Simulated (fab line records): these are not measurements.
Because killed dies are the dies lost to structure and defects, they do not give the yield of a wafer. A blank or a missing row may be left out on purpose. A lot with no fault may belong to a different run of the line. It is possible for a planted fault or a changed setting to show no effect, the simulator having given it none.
fab line records	flow nandHarc	part 1 of 2: steps 1 to 4 of 6
[record] lots = 21	wafers = 63	lastDay = 33
route steps=1302 shown A_CHANNEL_HOLE_D2@587 A_CHANNEL_FILL_D2@619
lots untouched by any fault: they come from a run of this same line in which no faults occurred
startH: start of the lot's first displayed wafer, in hours after the record's first day	waitH: hours elapsed since this lot's preceding step	" the same as in the row above	L1.1+2: one row covering several wafers at once	- no value, or no start was given	* or withheld: withheld	< > ~ a bound
route shown NAME@n: a module of which the file shows steps, and the number in the route of the first	usual: mean/standard deviation of fault-free wafers	same: alike in all rows	chamber/n: place in a boat	sites: readings site by site	_std_site: the values' standard deviation	_edge_site: outer sites' mean less inner sites'	radiusMm: how far each site lies from the wafer's centre	mask NAME#n: copy n	behind: the last tool/chamber to shape the wafer	hold: cause of the lot's hold/its duration in hours/its outcome	device: names the non-switching transistor (n, p or np)	end of line: tests of these same wafers at the route's end	a step with no rows: only its recipe	killed: dies lost to structure and defects at the first sort, not the wafer's yield	map: a wafer's dies, x killed, . not, _ none there
set.NAME: the run value of the setting; set.NAME@STEP: its run value at that earlier step	model.NAME: the simulator's own value behind a step, which no gauge read
a sample of lots followed through the steps of the route, with each step as a table and each wafer as a row
services: the hour from which a tool's chamber was out of use, counted from the record's first day as startH (under 0 if before that day), plus the number of hours and why
[[steps]]
[step NHARC_A_CHANNEL_HOLE_D2_ETCH_39]
[recipe] targetDepthA = 2600	overEtchFrac = 0.3	timeS = 325	ionEnergyEv = 200	n2FlowSccm = 150	h2FlowSccm = 150	arFlowSccm = 0	rfW = 400	biasW = 150	chemistry = N2/H2
[usual] drypumpMotorCurrentA = 5.8/0.52	mfcArSccm = 0.011/0.013	oesProductAu = 0.996/0.012	rfVppV = 429.0/2.7	showerheadPlenumPTorr = 1.98/0.088	throttleValvePct = 14.171/0.0092
[same] timeS = 325
lot.wafer	tool	chamber	startH	waitH	drypumpMotorCurrentA	mfcArSccm	oesProductAu	rfHoursCounterH	rfVppV	showerheadPlenumPTorr	throttleValvePct
L074.2	rieDiel-07	3	-	-	5.9	0	0.978	9	426.6	1.90	14.168
L074.1	"	0	"	"	5.7	0	0.996	10	427.2	1.91	14.181
L074.5	"	0	"	"	5.7	0	0.979	-	427.0	1.91	14.162
L075.1	rieDiel-12	2	-	-	5.6	0.030	1.000	2	428.5	1.92	14.156
L075.3	"	1	"	"	6.2	0.038	0.996	2	427.4	1.91	14.156
L075.6	"	2	"	"	5.6	0.030	1.019	-	426.5	1.92	14.182
L076.4	rieDiel-07	1	-	-	5.3	0.017	0.990	0	432.5	2.08	14.177
L076.2	"	3	"	"	5.9	0	0.983	0	426.0	1.90	14.167
L076.5	"	0	"	"	5.7	0	1.005	-	427.4	1.91	14.173
L077.1	rieDiel-11	3	-	-	4.9	0.029	0.988	3	425.4	1.92	14.166
L077.3	"	1	"	"	6.5	0.020	0.995	3	433.9	2.14	14.166
L077.5	"	2	"	"	6.4	0.002	0.977	-	427.4	1.93	14.186
L078.2	rieDiel-07	3	-	-	5.9	0	0.988	2	425.5	1.90	14.164
L078.1	"	0	"	"	5.7	0	1.011	2	427.5	1.91	14.175
L078.5	"	1	"	"	5.3	0.017	1.007	-	431.7	2.08	14.179
L079.2	rieDiel-12	3	-	-	5.5	0	0.991	5	430.7	2.00	14.165
L079.1	"	1	"	"	6.1	0.038	1.000	4	427.7	1.91	14.151
L079.5	"	0	"	"	4.8	0	0.999	-	431.2	2.08	14.179
L080.3	rieDiel-11	2	-	-	6.5	0.002	0.981	5	428.8	1.93	14.174
L080.1	"	0	"	"	6.3	0.004	1.011	5	428.8	1.94	14.182
L080.5	"	3	"	"	4.9	0.029	0.999	-	427.5	1.91	14.175
L081.3	rieDiel-07	2	-	-	5.7	0	0.973	4	432.2	2.09	14.166
L081.4	"	3	"	"	5.8	0	0.980	4	426.8	1.90	14.165
L081.6	"	0	"	"	5.7	0	0.992	-	425.9	1.91	14.171
L082.2	rieDiel-11	0	-	-	6.3	0.004	1.014	6	426.5	1.94	14.172
L082.4	"	1	"	"	6.6	0.020	1.005	5	433.6	2.14	14.165
L082.6	"	1	"	"	6.6	0.020	0.999	-	434.1	2.14	14.146
L083.1	rieDiel-12	0	-	-	4.8	0	1.002	7	430.4	2.08	14.172
L083.2	"	2	"	"	5.6	0.030	1.004	6	426.0	1.92	14.186
L083.3	"	3	"	"	5.5	0	0.990	7	430.3	2.00	14.185
L085.1	rieDiel-11	0	-	-	6.3	0.004	1.018	7	427.3	1.94	14.163
L085.2	"	2	"	"	6.5	0.002	0.998	7	427.9	1.93	14.180
L085.6	"	1	"	"	6.5	0.020	1.001	-	433.2	2.14	14.164
L086.2	rieDiel-07	3	-	-	5.9	0	0.989	5	426.0	1.90	14.161
L086.1	"	0	"	"	5.7	0	0.999	6	428.3	1.91	14.164
L086.5	"	0	"	"	5.7	0	0.994	-	427.5	1.91	14.173
L084.3	rieDiel-12	1	-	-	6.1	0.038	1.001	7	425.5	1.91	14.182
L084.2	"	2	"	"	5.6	0.030	0.999	7	427.4	1.92	14.176
L084.6	"	2	"	"	5.6	0.030	1.005	-	426.1	1.92	14.183
L087.1	rieDiel-07	2	-	-	5.7	0	0.977	7	431.5	2.09	14.178
L087.4	"	3	"	"	5.8	0	0.988	6	426.0	1.90	14.154
L087.6	"	0	"	"	5.7	0	0.994	-	426.7	1.91	14.178
L088.2	rieDiel-07	0	-	-	5.7	0	1.001	9	428.2	1.91	14.170
L088.3	"	1	"	"	5.4	0.017	0.980	8	432.7	2.07	14.182
L088.5	"	2	"	"	5.7	0	0.970	-	431.0	2.09	14.153
L091.1	rieDiel-11	1	-	-	6.6	0.020	1.012	0	435.2	2.14	14.166
L091.6	"	0	"	"	6.3	0.004	1.024	-	427.2	1.94	14.171
L091.5	"	1	"	"	6.6	0.020	1.010	-	432.4	2.14	14.172
L089.2	rieDiel-07	2	-	-	5.7	0	0.984	10	431.6	2.09	14.181
L089.3	"	0	"	"	5.7	0	1.003	11	427.1	1.90	14.176
L089.5	"	3	"	"	5.9	0	0.988	-	426.0	1.89	14.177
L093.3	rieDiel-12	1	-	-	6.2	0.038	0.998	3	426.6	1.90	14.165
L093.1	"	2	"	"	5.5	0.030	1.016	3	426.1	1.92	14.168
L093.2	"	0	"	"	4.8	0	1.005	2	431.0	2.08	14.184
L094.4	rieDiel-07	2	-	-	5.7	0	0.985	1	433.2	2.09	14.166
L094.2	"	3	"	"	5.9	0	0.988	1	427.7	1.89	14.176
L094.5	"	2	"	"	5.7	0	0.977	-	432.7	2.09	14.172
L095.4	rieDiel-12	1	-	-	6.2	0.038	0.985	5	426.6	1.90	14.169
L095.3	"	3	"	"	5.5	0	0.992	3	429.5	2.00	14.184
L095.6	"	1	"	"	6.1	0.038	0.999	-	426.8	1.90	14.168
L097.1	rieDiel-11	1	-	-	6.6	0.020	1.016	4	431.4	2.14	14.179
L097.2	"	3	"	"	4.9	0.029	1.010	4	428.2	1.91	14.174
L097.6	"	1	"	"	6.6	0.020	1.018	-	432.9	2.14	14.173
[step NHARC_A_CHANNEL_HOLE_D2_ETCH_20]
[recipe] biasV = 3000	sourceW = withheld	pressureMtorr = 20	timeS = 361.9	arFlowSccm = 375	c4f8FlowSccm = 89.3	o2FlowSccm = 35.7	tempC = -20	targetDepthA = 16000	chemistry = C4F8/O2/Ar
[usual] drypumpMotorCurrentA = 5.8/0.49	mfcArSccm = 374.8/1.3	showerheadPlenumPTorr = 3.68/0.033	throttleValvePct = 32.155/0.01
[same] timeS = 361.9
lot.wafer	tool	chamber	startH	waitH	drypumpMotorCurrentA	mfcArSccm	rfHoursCounterH	showerheadPlenumPTorr	throttleValvePct
L074.2	harEtch-02	0	294.92	0.1	6.5	375.0	352	3.74	32.161
L074.1	"	1	"	"	5.4	376.3	343	3.74	32.153
L074.5	"	1	"	"	5.4	375.0	-	3.74	32.157
L075.1	harEtch-02	1	310.05	0.1	5.4	376.4	351	3.74	32.162
L075.3	"	0	"	"	6.5	375.1	-	3.73	32.146
L075.6	"	0	"	"	6.5	373.0	-	3.73	32.163
L076.2	harEtch-01	0	312.07	0.1	5.4	373.0	168	3.69	32.147
L076.4	"	0	"	"	5.4	374.7	-	3.69	32.159
L076.5	"	0	"	"	5.4	373.1	-	3.69	32.147
L077.1	harEtch-02	1	317.82	0.1	5.4	375.9	355	3.73	32.151
L077.3	"	1	"	"	5.3	376.5	-	3.73	32.148
L077.5	"	1	"	"	5.4	377.6	-	3.73	32.138
L078.1	harEtch-02	0	327.49	0.1	6.5	372.9	367	3.73	32.144
L078.2	"	1	"	"	5.4	375.2	359	3.73	32.142
L078.5	"	0	"	"	6.5	374.3	-	3.73	32.148
L079.1	harEtch-01	0	348.87	0.1	5.5	374.9	191	3.68	32.171
L079.2	"	1	"	"	5.7	372.3	191	3.68	32.162
L079.5	"	1	"	"	5.7	372.3	-	3.68	32.155
L080.1	harEtch-02	0	349.05	0.1	6.5	375.6	386	3.72	32.152
L080.3	"	1	"	"	5.4	375.8	-	3.72	32.150
L080.5	"	1	"	"	5.4	372.6	-	3.72	32.163
L081.3	harEtch-02	1	367.89	0.2	5.4	375.0	-	3.72	32.141
L081.4	"	0	"	"	6.5	376.5	-	3.71	32.157
L081.6	"	1	"	"	5.4	376.1	-	3.72	32.162
L082.2	harEtch-01	1	389.40	0.1	5.6	372.9	214	3.67	32.158
L082.4	"	0	"	"	5.4	376.9	-	3.67	32.157
L082.6	"	1	"	"	5.6	374.2	-	3.67	32.160
L083.2	harEtch-01	0	395.80	0.1	5.4	378.7	218	3.66	32.156
L083.1	"	1	"	"	5.7	372.5	218	3.66	32.146
L083.3	"	1	"	"	5.7	374.4	-	3.66	32.172
L085.1	harEtch-02	0	405.83	0.1	6.5	375.5	4	3.71	32.158
L085.2	"	1	"	"	5.4	374.2	4	3.71	32.149
L085.6	"	1	"	"	5.4	374.5	-	3.71	32.142
L086.1	harEtch-01	1	406.01	0.1	5.7	373.7	222	3.66	32.155
L086.2	"	0	"	"	5.4	372.9	222	3.66	32.152
L086.5	"	1	"	"	5.7	373.3	-	3.66	32.165
L084.2	harEtch-02	1	409.99	0.1	5.4	375.2	8	3.71	32.149
L084.3	"	0	"	"	6.6	377.5	-	3.70	32.160
L084.6	"	1	"	"	5.4	373.9	-	3.71	32.145
L087.1	harEtch-02	0	422.15	0.1	6.5	375.4	19	3.70	32.143
L087.4	"	1	"	"	5.4	374.7	-	3.70	32.160
L087.6	"	0	"	"	6.5	375.5	-	3.70	32.164
L088.2	harEtch-01	0	444.94	0.1	5.4	374.9	245	3.65	32.157
L088.3	"	0	"	"	5.4	374.0	-	3.65	32.152
L088.5	"	1	"	"	5.7	376.0	-	3.65	32.139
L091.1	harEtch-01	1	455.59	0.1	5.7	376.3	252	3.64	32.159
L091.6	"	1	"	"	5.7	375.8	-	3.64	32.153
L091.5	"	0	"	"	5.4	374.5	-	3.64	32.166
L089.2	harEtch-02	0	458.76	0.1	6.5	375.0	38	3.69	32.136
L089.3	"	1	"	"	5.3	376.4	-	3.69	32.161
L089.5	"	1	"	"	5.4	376.3	-	3.69	32.163
L093.1	harEtch-02	1	481.02	0.1	5.4	373.6	57	3.68	32.155
L093.2	"	0	"	"	6.5	375.9	57	3.68	32.153
L093.3	"	0	"	"	6.6	375.4	-	3.68	32.144
L094.2	harEtch-01	0	496.45	0.1	5.4	373.6	279	3.63	32.165
L094.4	"	0	"	"	5.4	372.0	-	3.63	32.143
L094.5	"	1	"	"	5.6	375.3	-	3.63	32.152
L095.3	harEtch-02	0	514.37	0.2	6.5	376.6	-	3.67	32.143
L095.4	"	1	"	"	5.4	375.2	-	3.67	32.157
L095.6	"	0	"	"	6.5	374.4	-	3.67	32.137
L097.1	harEtch-02	0	525.14	0.1	6.5	376.2	80	3.66	32.157
L097.2	"	1	"	"	5.4	376.0	80	3.67	32.158
L097.6	"	1	"	"	5.4	375.2	-	3.67	32.144
[step NHARC_A_CHANNEL_HOLE_D2_ETCH_27]
[recipe] biasV = 400	sourceW = 2000	pressureMtorr = 25	timeS = 90	arFlowSccm = 375	c4f8FlowSccm = 41.7	o2FlowSccm = 83.3	tempC = -20	targetDepthA = 4000	chemistry = C4F8/O2/Ar
[usual] drypumpMotorCurrentA = 5.8/0.49	mfcArSccm = 375.1/1	showerheadPlenumPTorr = 3.72/0.034	throttleValvePct = 27.619/0.0092
[same] timeS = 90
lot.wafer	tool	chamber	startH	waitH	drypumpMotorCurrentA	mfcArSccm	rfHoursCounterH	showerheadPlenumPTorr	throttleValvePct
L074.2	harEtch-02	0	298.78	0.2	6.5	375.0	355	3.77	27.619
L074.1	"	1	"	"	5.4	374.3	347	3.78	27.627
L074.5	"	1	"	"	5.4	376.3	-	3.78	27.618
L075.1	harEtch-02	1	313.88	0.2	5.4	374.1	355	3.78	27.630
L075.3	"	0	"	"	6.5	376.3	-	3.77	27.611
L075.6	"	0	"	"	6.5	375.6	-	3.77	27.618
L076.2	harEtch-01	0	315.92	0.2	5.4	375.0	172	3.73	27.628
L076.4	"	0	"	"	5.4	374.7	-	3.73	27.623
L076.5	"	0	"	"	5.4	375.6	-	3.73	27.608
L077.1	harEtch-02	1	321.66	0.2	5.4	374.4	359	3.77	27.601
L077.3	"	1	"	"	5.4	375.7	-	3.77	27.629
L077.5	"	1	"	"	5.4	373.7	-	3.77	27.626
L078.1	harEtch-02	0	331.36	0.2	6.6	375.5	371	3.77	27.616
L078.2	"	1	"	"	5.4	374.4	363	3.77	27.614
L078.5	"	0	"	"	6.5	376.0	-	3.77	27.618
L079.1	harEtch-01	0	352.75	0.2	5.4	376.6	195	3.72	27.623
L079.2	"	1	"	"	5.6	373.2	195	3.72	27.626
L079.5	"	1	"	"	5.7	376.1	-	3.72	27.617
L080.1	harEtch-02	0	352.93	0.2	6.5	376.0	390	3.75	27.622
L080.3	"	1	"	"	5.4	374.3	-	3.76	27.634
L080.5	"	1	"	"	5.4	376.3	-	3.76	27.624
L081.3	harEtch-02	1	371.74	0.2	5.4	374.7	-	3.76	27.616
L081.4	"	0	"	"	6.5	375.7	-	3.75	27.616
L081.6	"	1	"	"	5.4	374.8	-	3.76	27.620
L082.2	harEtch-01	1	393.28	0.2	5.7	375.3	218	3.70	27.633
L082.4	"	0	"	"	5.4	375.0	-	3.70	27.633
L082.6	"	1	"	"	5.7	376.8	-	3.70	27.607
L083.2	harEtch-01	0	399.63	0.2	5.5	374.2	221	3.70	27.599
L083.1	"	1	"	"	5.7	372.7	221	3.70	27.615
L083.3	"	1	"	"	5.7	374.0	-	3.70	27.631
L085.1	harEtch-02	0	409.69	0.2	6.6	375.3	8	3.74	27.608
L085.2	"	1	"	"	5.4	376.3	8	3.75	27.627
L085.6	"	1	"	"	5.4	375.5	-	3.75	27.611
L086.1	harEtch-01	1	409.89	0.2	5.7	375.2	225	3.70	27.617
L086.2	"	0	"	"	5.4	373.1	225	3.70	27.619
L086.5	"	1	"	"	5.7	376.5	-	3.70	27.616
L084.2	harEtch-02	1	413.87	0.2	5.4	375.0	12	3.75	27.619
L084.3	"	0	"	"	6.5	374.4	-	3.74	27.627
L084.6	"	1	"	"	5.4	375.5	-	3.75	27.631
L087.1	harEtch-02	0	426.02	0.2	6.6	375.3	23	3.74	27.614
L087.4	"	1	"	"	5.4	374.2	-	3.74	27.618
L087.6	"	0	"	"	6.5	376.0	-	3.74	27.629
L088.2	harEtch-01	0	448.80	0.2	5.4	374.3	248	3.69	27.601
L088.3	"	0	"	"	5.4	373.7	-	3.68	27.614
L088.5	"	1	"	"	5.7	376.1	-	3.69	27.635
L091.1	harEtch-01	1	459.47	0.2	5.7	377.3	256	3.68	27.617
L091.6	"	1	"	"	5.7	375.2	-	3.68	27.613
L091.5	"	0	"	"	5.4	375.7	-	3.68	27.624
L089.2	harEtch-02	0	462.62	0.2	6.5	374.7	42	3.73	27.619
L089.3	"	1	"	"	5.4	374.9	-	3.73	27.617
L089.5	"	1	"	"	5.4	375.0	-	3.73	27.618
L093.1	harEtch-02	1	484.89	0.2	5.4	375.4	61	3.72	27.628
L093.2	"	0	"	"	6.6	375.3	61	3.71	27.628
L093.3	"	0	"	"	6.6	374.6	-	3.71	27.623
L094.2	harEtch-01	0	500.29	0.2	5.5	375.2	283	3.67	27.608
L094.4	"	0	"	"	5.4	376.4	-	3.67	27.626
L094.5	"	1	"	"	5.6	375.1	-	3.67	27.627
L095.3	harEtch-02	0	518.17	0.2	6.5	374.9	-	3.71	27.618
L095.4	"	1	"	"	5.4	374.2	-	3.71	27.618
L095.6	"	0	"	"	6.6	374.2	-	3.71	27.623
L097.1	harEtch-02	0	528.98	0.2	6.5	376.0	84	3.70	27.618
L097.2	"	1	"	"	5.4	372.9	84	3.71	27.630
L097.6	"	1	"	"	5.4	374.7	-	3.71	27.619
[step NHARC_A_CHANNEL_FILL_D2_ETCHBACK_19]
[recipe] targetDepthA = 50	timeS = 1.7	hbrFlowSccm = 150	cl2FlowSccm = 50	rfW = 400	icpW = 400	biasW = 100	chemistry = HBr/Cl2
[usual] drypumpMotorCurrentA = 5.6/0.48	oesProductAu = 0.997/0.01	throttleValvePct = 26.407/0.0092
[same] timeS = 1.7
lot.wafer	tool	chamber	startH	waitH	drypumpMotorCurrentA	oesProductAu	rfHoursCounterH	throttleValvePct
L074.1	rieSi-03	2	326.11	0.4	5.5	0.999	0.6	26.415
L074.2	"	3	"	"	5.6	0.987	0.7	26.411
L074.5	"	3	"	"	5.6	0.993	-	26.384
L075.3	rieSi-02	3	342.26	0.4	4.9	1.002	0.4	26.404
L075.1	"	1	"	"	6.1	0.985	0.3	26.406
L075.6	"	2	"	"	5.5	0.997	-	26.396
L076.4	rieSi-03	2	342.26	0.4	5.5	1.000	0.8	26.427
L076.2	"	3	"	"	5.6	0.996	0.8	26.427
L076.5	"	2	"	"	5.5	1.002	-	26.408
L077.1	rieSi-02	1	347.94	0.4	6.1	0.996	0.4	26.388
L077.3	"	2	"	"	5.5	1.001	0.4	26.422
L077.5	"	0	"	"	5.1	1.006	-	26.416
L078.1	rieSi-02	1	357.83	0.4	6.1	0.986	0.4	26.405
L078.2	"	3	"	"	4.9	0.999	0.5	26.418
L078.5	"	1	"	"	6.1	0.974	-	26.407
L080.3	rieSi-03	0	382.08	0.4	6.3	0.992	1.1	26.411
L080.1	"	2	"	"	5.5	0.997	1.0	26.407
L080.5	"	1	"	"	6.3	0.992	-	26.396
L079.2	rieSi-02	1	382.09	0.4	6.1	0.984	0.5	26.413
L079.1	"	2	"	"	5.5	1.001	0.5	26.412
L079.5	"	0	"	"	5.1	0.999	-	26.402
L081.3	rieSi-06	1	398.59	0.4	6.4	0.994	0.9	26.411
L081.4	"	3	"	"	5.1	1.008	0.7	26.415
L081.6	"	1	"	"	6.4	0.988	-	26.406
L082.4	rieSi-02	0	418.73	0.4	5.1	0.995	0.7	26.404
L082.2	"	3	"	"	4.9	1.000	0.7	26.398
L082.6	"	1	"	"	6.1	0.975	-	26.392
L083.3	rieSi-06	2	425.95	0.4	5.3	0.997	0.9	26.415
L083.2	"	3	"	"	5.2	0.989	0.8	26.396
L083.1	"	0	"	"	5.9	1.016	1.0	26.404
L086.2	rieSi-02	1	435.70	0.4	6.1	0.990	0.8	26.394
L086.1	"	3	"	"	4.9	1.014	0.8	26.406
L086.5	"	0	"	"	5.1	0.997	-	26.406
L085.2	rieSi-06	3	435.70	0.4	5.2	0.988	0	26.407
L085.1	"	1	"	"	6.3	0.984	0	26.416
L085.6	"	2	"	"	5.3	0.998	-	26.422
L084.3	rieSi-03	1	439.98	0.4	6.2	1.001	0.3	26.415
L084.2	"	0	"	"	6.3	0.988	0.3	26.413
L084.6	"	2	"	"	5.5	0.996	-	26.411
L087.4	rieSi-02	3	453.29	0.4	4.9	1.010	1.0	26.416
L087.1	"	1	"	"	6.1	0.989	0.9	26.405
L087.6	"	3	"	"	4.9	1.017	-	26.400
L088.2	rieSi-06	0	477.77	0.4	5.9	1.012	0.2	26.412
L088.3	"	3	"	"	5.2	1.003	0.3	26.391
L088.5	"	1	"	"	6.4	0.984	-	26.415
L091.1	rieSi-06	1	485.26	0.4	6.4	0.972	0.2	26.406
L091.5	"	1	"	"	6.4	0.979	-	26.384
L091.6	"	2	"	"	5.3	1.011	-	26.405
L089.2	rieSi-02	3	489.20	0.4	4.9	1.016	0.1	26.402
L089.3	"	0	"	"	5.2	0.993	0.1	26.420
L089.5	"	2	"	"	5.5	0.992	-	26.414
L093.3	rieSi-02	2	511.43	0.4	5.5	0.987	0.2	26.389
L093.2	"	3	"	"	4.9	0.997	0.2	26.410
L093.1	"	0	"	"	5.1	0.994	0.2	26.410
L094.4	rieSi-06	3	527.48	0.4	5.3	0.992	0.5	26.406
L094.2	"	2	"	"	5.3	1.023	0.6	26.404
L094.5	"	3	"	"	5.2	0.997	-	26.406
L095.3	rieSi-03	1	544.38	0.4	6.2	0.990	0.7	26.398
L095.4	"	0	"	"	6.3	0.981	1.1	26.415
L095.6	"	1	"	"	6.2	0.999	-	26.397
L097.1	rieSi-02	2	555.17	0.4	5.5	1.004	0.6	26.390
L097.2	"	0	"	"	5.1	0.999	0.6	26.428
L097.6	"	1	"	"	6.1	0.990	-	26.417
